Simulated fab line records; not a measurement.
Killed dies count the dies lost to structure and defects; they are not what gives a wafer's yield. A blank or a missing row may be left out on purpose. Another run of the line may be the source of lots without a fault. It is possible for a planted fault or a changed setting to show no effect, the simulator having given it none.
Matching of chambers -- flow n5-finfet -- N5_HKMG_FIN_STRIP_89 on rie-diel-02: 4 sister chambers
The step strips SOC in N2/H2, time 20 s. 4 wafers are shown with their chamber, then 8 later ones without.

== WAFERS PAIRED WITH THEIR CHAMBERS ==
wafer,chamber,drypump-motor-current-A (A)
L077.5,3,6.5
L088.1,1,5.4
L088.3,0,5.6
L090.1,2,5.4

== WAFERS MISSING THEIR CHAMBER ==
wafer,drypump-motor-current-A (A)
L090.3,6.6
L090.4,5.6
L092.1,6.6
L092.2,5.3
L092.3,5.4
L096.2,6.6
L096.3,5.6
L096.6,5.5

== THE CHAMBER EACH PASSED THROUGH ==
wafer,from the rows above,in truth
L090.3,3,3
L090.4,0,0
L092.1,3,3
L092.2,can't be placed: 1 or 2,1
L092.3,can't be placed: 1 or 2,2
L096.2,3,3
L096.3,0,0
L096.6,can't be placed: 0 or 1 or 2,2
Placed correctly: 5 of 8. From these rows, 3 cannot be placed; in 3 the true chamber is one of the candidates. Placed wrongly: 0.
How it was worked out, from the rows above alone: a wafer's distance from a chamber is the root of the sum, over the readings, of the square of ((its reading less the chamber's mean) divided by the reading's scatter). If the next closest chamber is less than 2 further off than the closest, the wafer can't be placed; otherwise it belongs to the closest. A chamber's mean is the mean of its shown wafers. The scatter (one wafer shown for each chamber): square how far every hidden wafer sits from the nearest shown wafer, average those squares and take the square root.
